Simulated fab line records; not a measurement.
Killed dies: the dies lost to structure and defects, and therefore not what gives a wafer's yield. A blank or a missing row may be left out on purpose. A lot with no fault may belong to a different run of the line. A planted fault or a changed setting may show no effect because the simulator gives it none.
Chamber matching | flow n5Finfet | rieDiel-01 running N5_BEOL_M7_STRIP_67: 4 sister chambers
The step strips in CF4. 4 wafers are shown with their chamber, then 9 later ones without.

WAFERS, EACH WITH ITS CHAMBER
wafer  | chamber | throttleValvePct (%)
L082.2 | 0       | 13.5
L083.2 | 1       | 13.0
L083.3 | 2       | 13.8
L083.4 | 3       | 13.7

WAFERS WITHOUT THEIR CHAMBER
wafer  | throttleValvePct (%)
L084.1 | 13.8
L084.2 | 13.0
L084.3 | 13.7
L094.3 | 13.5
L094.4 | 13.0
L094.5 | 13.6
L097.1 | 13.6
L097.2 | 13.8
L097.5 | 13.6

THE CHAMBER EACH PASSED THROUGH
wafer  | from the rows above          | in truth
L084.1 | can't be placed: 2 or 3      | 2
L084.2 | 1                            | 1
L084.3 | can't be placed: 3 or 2      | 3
L094.3 | 0                            | 0
L094.4 | 1                            | 1
L094.5 | can't be placed: 0 or 3 or 2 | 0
L097.1 | can't be placed: 0 or 3 or 2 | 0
L097.2 | can't be placed: 2 or 3      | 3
L097.5 | can't be placed: 0 or 3 or 2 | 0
Placed correctly: 3 of 9. From these rows, 6 cannot be placed; in 6 the true chamber is one of the candidates. Number placed wrongly: 0.
How it was worked out, from the rows above alone: a wafer's distance from a chamber is the root of the sum, over the readings, of the square of ((its reading less the chamber's mean) divided by the reading's scatter). The wafer belongs to the nearest chamber; if the next one is less than 2 further off, it can't be placed. The mean given for a chamber averages the wafers shown for that chamber. The scatter: with one shown wafer a chamber, the root of the mean of the squares of how far each hidden wafer lies from its nearest shown one.
